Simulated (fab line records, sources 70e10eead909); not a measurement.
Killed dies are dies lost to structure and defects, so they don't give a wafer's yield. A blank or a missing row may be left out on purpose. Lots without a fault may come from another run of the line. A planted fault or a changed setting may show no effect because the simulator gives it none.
Chamber matching | flow nand_harc | NHARC_A_ZERO_WELL_ETCH_13 on rie_si-06: 4 sister chambers
The step etches the open film in HBr/Cl2, target depth 120 nm, time 40.1 s. 8 wafers are shown with their chamber, then 6 later ones without.

WAFERS WITH THEIR CHAMBER
wafer  | chamber | oes_product_au (a.u.) | throttle_valve_pct (%)
L688.3 | 3       | 0.980                 | 26.413
L686.1 | 3       | 0.974                 | 26.424
L686.5 | 2       | 0.992                 | 26.399
L690.1 | 0       | 1.003                 | 26.409
L690.3 | 2       | 0.989                 | 26.397
L690.6 | 1       | 0.968                 | 26.416
L691.4 | 1       | 0.965                 | 26.401
L691.5 | 0       | 1.005                 | 26.408

WAFERS WITHOUT THEIR CHAMBER
wafer  | oes_product_au (a.u.) | throttle_valve_pct (%)
L692.3 | 0.983                 | 26.401
L692.4 | 1.017                 | 26.411
L692.6 | 0.979                 | 26.412
L697.3 | 0.973                 | 26.418
L697.4 | 0.989                 | 26.402
L697.6 | 0.985                 | 26.405

WHICH CHAMBER EACH WENT THROUGH
wafer  | from the rows above     | in truth
L692.3 | can't be placed: 2 or 3 | 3
L692.4 | 0                       | 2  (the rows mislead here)
L692.6 | 3                       | 3
L697.3 | can't be placed: 3 or 1 | 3
L697.4 | 2                       | 2
L697.6 | can't be placed: 2 or 3 | 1
Placed correctly: 2 of 6. Can't be placed from these rows: 3 (the true chamber is among the candidates in 2). Placed wrongly: 1.
How it was worked out, from the rows above alone: a wafer's distance from a chamber is the root of the sum, over the readings, of the square of ((its reading less the chamber's mean) divided by the reading's scatter). The wafer belongs to the nearest chamber; if the next one is less than 2 further off, it can't be placed. A chamber's mean is the mean of its shown wafers. The scatter: the root of (the sum of the squares of (reading less its chamber's mean) over the shown wafers, divided by (wafers less chambers)).
